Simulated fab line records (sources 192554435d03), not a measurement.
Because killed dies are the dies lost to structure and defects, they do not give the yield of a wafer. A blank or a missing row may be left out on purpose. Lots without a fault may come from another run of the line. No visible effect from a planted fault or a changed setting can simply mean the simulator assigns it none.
Which tool was responsible? | flow n5 finfet | 9 lots, 27 wafers sampled, at 6 steps of a route of 1938

WHAT THE GAUGES READ, wafer by wafer
N5_BEOL_M4_RC_MEAS_101. Usual: DIBL_N 36.2 mV/V, standard deviation 1.6; DIBL_P 36.1 mV/V, standard deviation 2; IOFF_N 0.16 nA/um, standard deviation 0.032; IOFF_P 0.22 nA/um, standard deviation 0.036; ION_N 672 uA/um, standard deviation 11; ION_P 463 uA/um, standard deviation 7.5; SS_N 71.4 mV/dec, standard deviation 0.58; SS_P 73.2 mV/dec, standard deviation 0.67; VT_N 250 mV, standard deviation 3.3; VT_P -250 mV, standard deviation 3.3.
lot  | measured     | on        | DIBL_N (mV/V)  | DIBL_P (mV/V)  | IOFF_N (nA/um) | IOFF_P (nA/um) | ION_N (uA/um) | ION_P (uA/um) | SS_N (mV/dec)  | SS_P (mV/dec)  | VT_N (mV)   | VT_P (mV)      | flag
L939 | day 8 04:59  | prober-02 | 36.6 37.2 34.5 | 37.3 38.7 35.6 | 0.13 0.17 0.12 | 0.17 0.19 0.15 | 652 679 660   | 446 456 444   | 71.1 72.3 70.7 | 72.5 74.0 72.3 | 254 247 255 | -257 -251 -256 |
L940 | day 8 07:29  | prober-01 | 35.8 33.8 35.6 | 35.9 32.6 34.7 | 0.15 0.11 0.15 | 0.24 0.19 0.22 | 678 659 672   | 477 464 470   | 71.1 70.3 71.3 | 73.3 72.6 72.8 | 249 253 248 | -246 -251 -247 |
L941 | day 8 11:39  | prober-02 | 35.8 35.9 38.0 | 36.9 35.7 39.7 | 0.15 0.15 0.19 | 0.22 0.19 0.27 | 678 664 675   | 470 457 469   | 71.6 71.4 72.2 | 73.6 72.8 74.3 | 248 249 249 | -250 -252 -249 |
L942 | day 8 13:38  | prober-02 | 36.3 37.3 37.1 | 35.6 37.0 36.1 | 0.16 0.18 0.16 | 0.23 0.25 0.22 | 683 680 680   | 474 465 472   | 71.8 71.7 71.6 | 73.3 73.5 73.8 | 247 247 248 | -250 -246 -250 |
L943 | day 9 05:44  | prober-01 | 38.3 35.9 36.2 | 35.2 32.5 33.4 | 0.17 0.13 0.13 | 0.21 0.18 0.19 | 679 662 671   | 465 458 460   | 71.6 71.3 71.5 | 73.2 71.8 72.3 | 248 248 251 | -249 -251 -250 |
L945 | day 10 01:50 | prober-02 | 36.2 35.3 37.4 | 36.8 34.3 39.0 | 0.15 0.12 0.18 | 0.20 0.17 0.23 | 654 665 671   | 455 461 458   | 72.1 71.8 71.7 | 73.0 72.3 74.2 | 252 255 248 | -251 -253 -250 |
L956 | day 12 09:08 | prober-02 | 34.6 35.1 36.8 | 34.6 35.6 38.2 | 0.12 0.13 0.15 | 0.18 0.19 0.23 | 661 667 679   | 458 461 470   | 71.6 71.1 72.1 | 72.5 72.6 73.9 | 254 254 251 | -253 -250 -250 |
L953 | day 12 14:43 | prober-01 | 34.1 35.1 34.9 | 34.8 36.3 35.6 | 0.13 0.14 0.13 | 0.16 0.18 0.17 | 669 668 656   | 455 459 444   | 71.1 70.8 70.9 | 72.4 72.5 73.1 | 252 252 254 | -256 -256 -255 |
L959 | day 13 17:14 | prober-02 | 40.5 37.6 38.3 | 38.1 34.2 34.9 | 0.21 0.15 0.16 | 0.27 0.20 0.20 | 666 660 653   | 462 462 457   | 71.8 71.4 71.7 | 73.7 72.6 72.8 | 246 250 251 | -247 -250 -250 |

N5_BEOL_M9_THK_MEAS_01. Usual: M9_ILD_THK 269 nm, standard deviation 3.7.
lot  | measured     | on            | M9_ILD_THK (nm) | flag
L939 | day 9 20:04  | film metro-01 | 267 266 267     |
L940 | day 9 23:28  | film metro-02 | 268 269 273     |
L941 | day 10 00:47 | film metro-01 | 268 275 273     |
L942 | day 10 06:02 | film metro-01 | 264 270 269     |
L943 | day 10 19:47 | film metro-02 | 269 269 273     |
L945 | day 11 19:24 | film metro-01 | 544 546 558     | OFF
L956 | day 13 23:56 | film metro-01 | 262 263 266     |
L953 | day 14 08:50 | film metro-01 | 541 549 541     | OFF
L959 | day 15 08:30 | film metro-01 | 268 271 269     |

N5_BEOL_M9_INSPECT_13: inspects for defects (brightfield). Usual: 387 for raw defect count, sd 87.
lot  | measured     | on                | raw defect count | flag
L939 | day 9 21:38  | defect inspect-01 | 394 337 372      |
L940 | day 10 01:14 | defect inspect-01 | 347 194 439      |
L941 | day 10 01:38 | defect inspect-01 | 437 353 293      |
L942 | day 10 07:47 | defect inspect-01 | 403 515 277      |
L943 | day 10 23:20 | defect inspect-01 | 240 374 367      |
L945 | day 11 21:25 | defect inspect-01 | 449 372 352      |
L956 | day 14 01:50 | defect inspect-01 | 409 482 405      |
L953 | day 14 10:29 | defect inspect-01 | 431 431 398      |
L959 | day 15 10:47 | defect inspect-01 | 337 362 442      |

EACH LOT AND THE TOOL THAT RAN IT (in order: tool; ch and the chambers of the sampled wafers; start)
lot  | N5_BEOL_M8_ETCH_66                 | N5_BEOL_M8_ANNEAL_51             | N5_BEOL_M9_ILD_DEP_00
L939 | rie diel-01 ch 1,2,3, day 9 16:55  | rtp anneal-02 ch 0, day 9 18:42  | pecvd-03 ch 0,1, day 9 19:28
L940 | rie diel-01 ch 0,1,2, day 9 20:10  | rtp anneal-02 ch 0, day 9 22:01  | pecvd-03 ch 1,2, day 9 22:50
L941 | rie diel-02 ch 1,2,3, day 9 20:26  | rtp anneal-01 ch 0, day 9 23:23  | pecvd-01 ch 0, day 10 00:10
L942 | rie diel-01 ch 0,3, day 10 00:51   | rtp anneal-01 ch 0, day 10 04:32 | pecvd-01 ch 0,1, day 10 05:18
L943 | rie diel-06 ch 0,1,2, day 10 15:35 | rtp anneal-01 ch 0, day 10 18:30 | pecvd-02 ch 1,2, day 10 19:12
L945 | rie diel-01 ch 0,1, day 11 14:34   | rtp anneal-01 ch 0, day 11 17:49 | pecvd-02 ch 0,1, day 11 18:33
L956 | rie diel-02 ch 0,2, day 13 18:48   | rtp anneal-02 ch 0, day 13 22:17 | pecvd-02 ch 0,2, day 13 23:21
L953 | rie diel-02 ch 0,1,2, day 14 04:29 | rtp anneal-02 ch 0, day 14 07:12 | pecvd-02 ch 0,1,2, day 14 07:59
L959 | rie diel-02 ch 1,2,3, day 15 04:24 | rtp anneal-01 ch 0, day 15 07:10 | pecvd-01 ch 0,1, day 15 07:55
- N5_BEOL_M8_ETCH_66: etches SOC in N2/H2, target depth 80 nm, overetch 16 nm, time 120 s.
- N5_BEOL_M8_ANNEAL_51: time 90 s.
- N5_BEOL_M9_ILD_DEP_00: deposits SiCOH lowk from DEMS/porogen, target thk 308.51 nm, time 58 s.

WHAT THE TOOLS THEMSELVES READ (means of the sampled wafers that have a number; where no wafer has one, the mark that the record gives instead)
N5_BEOL_M8_ETCH_66. Usual: drypump motor current A 5.7 A, standard deviation 0.54; n2 flow sccm 200.0 sccm, standard deviation 0.54; oes product au 0.64 a.u., standard deviation 0.064; rf vpp V 524 V, standard deviation 3.1; showerhead plenum p Torr 2.56 Torr, standard deviation 0.11; throttle valve pct 17.71 %, standard deviation 0.21.
lot  | tool        | drypump motor current A (A) | n2 flow sccm (sccm) | oes product au (a.u.) | rf vpp V (V) | showerhead plenum p Torr (Torr) | throttle valve pct (%) | flag
L939 | rie diel-01 | 6.0                         | 200.3               | 0.70                  | 523          | 2.49                            | 17.62                  |
L940 | rie diel-01 | 5.9                         | 200.4               | 0.68                  | 523          | 2.51                            | 17.64                  |
L941 | rie diel-02 | 5.8                         | 200.0               | 0.58                  | 522          | 2.51                            | 17.79                  |
L942 | rie diel-01 | 6.1                         | 200.0               | 0.65                  | 523          | 2.51                            | 17.73                  |
L943 | rie diel-06 | 5.3                         | 199.6               | 0.65                  | 526          | 2.61                            | 17.79                  |
L945 | rie diel-01 | 6.5                         | 200.1               | 0.65                  | 523          | 2.50                            | 17.82                  |
L956 | rie diel-02 | 5.5                         | 200.2               | 0.57                  | 523          | 2.50                            | 17.97                  |
L953 | rie diel-02 | 5.5                         | 200.0               | 0.63                  | 525          | 2.60                            | 17.77                  |
L959 | rie diel-02 | 5.8                         | 199.6               | 0.69                  | 528          | 2.70                            | 17.57                  |

N5_BEOL_M8_ANNEAL_51. Usual: 226.2 for wafer_temp_C_max, sd 0.67.
lot  | tool          | wafer_temp_C_max | flag
L939 | rtp anneal-02 | 225.5            |
L940 | rtp anneal-02 | 225.3            |
L941 | rtp anneal-01 | 226.8            |
L942 | rtp anneal-01 | 226.9            |
L943 | rtp anneal-01 | 226.8            |
L945 | rtp anneal-01 | 226.7            |
L956 | rtp anneal-02 | 225.9            |
L953 | rtp anneal-02 | 225.6            |
L959 | rtp anneal-01 | 226.9            |

N5_BEOL_M9_ILD_DEP_00. Usual: heater power w 323 W, standard deviation 33; showerhead plenum p Torr 5.744 Torr, standard deviation 0.016; throttle valve pct 13.8 %, standard deviation 0.99.
lot  | tool     | heater power w (W) | showerhead plenum p Torr (Torr) | throttle valve pct (%) | flag
L939 | pecvd-03 | 312                | 5.757                           | 14.2                   |
L940 | pecvd-03 | 283                | 5.757                           | 14.5                   |
L941 | pecvd-01 | 334                | 5.755                           | 14.5                   |
L942 | pecvd-01 | 325                | 5.743                           | 13.6                   |
L943 | pecvd-02 | 358                | 5.758                           | 14.0                   |
L945 | pecvd-02 | 326                | 5.755                           | 14.3                   |
L956 | pecvd-02 | 330                | 5.724                           | 14.9                   |
L953 | pecvd-02 | 309                | 5.744                           | 14.6                   |
L959 | pecvd-01 | 360                | 5.734                           | 13.8                   |

THE ANSWER, worked out from the rows above alone
Rule: lot off if the mean of its wafers having a number is beyond 3 standard deviations from the usual mean. Also off: a lot with no number at a reading for which 4 or more lots have one. Where the step has rows for the other lots, those lots are counted as sound. After the gauges, taken in route order, come the tools' own readings; for these a lot's mean is taken, as printed above. At the first step where some lot is off, the reading lying furthest off is the one used; lots without a number count as furthest.
Off: L945, L953, at N5_BEOL_M9_THK_MEAS_01 (M9_ILD_THK).
A tool fits if, at a process step before that reading, it ran every lot that is off, and no sound lot after the first of them. Those tools and the gauges at N5_BEOL_M9_THK_MEAS_01 are tried in the same way. Not one of the candidates tried fits.

WHAT THE SIMULATOR HAD PUT IN
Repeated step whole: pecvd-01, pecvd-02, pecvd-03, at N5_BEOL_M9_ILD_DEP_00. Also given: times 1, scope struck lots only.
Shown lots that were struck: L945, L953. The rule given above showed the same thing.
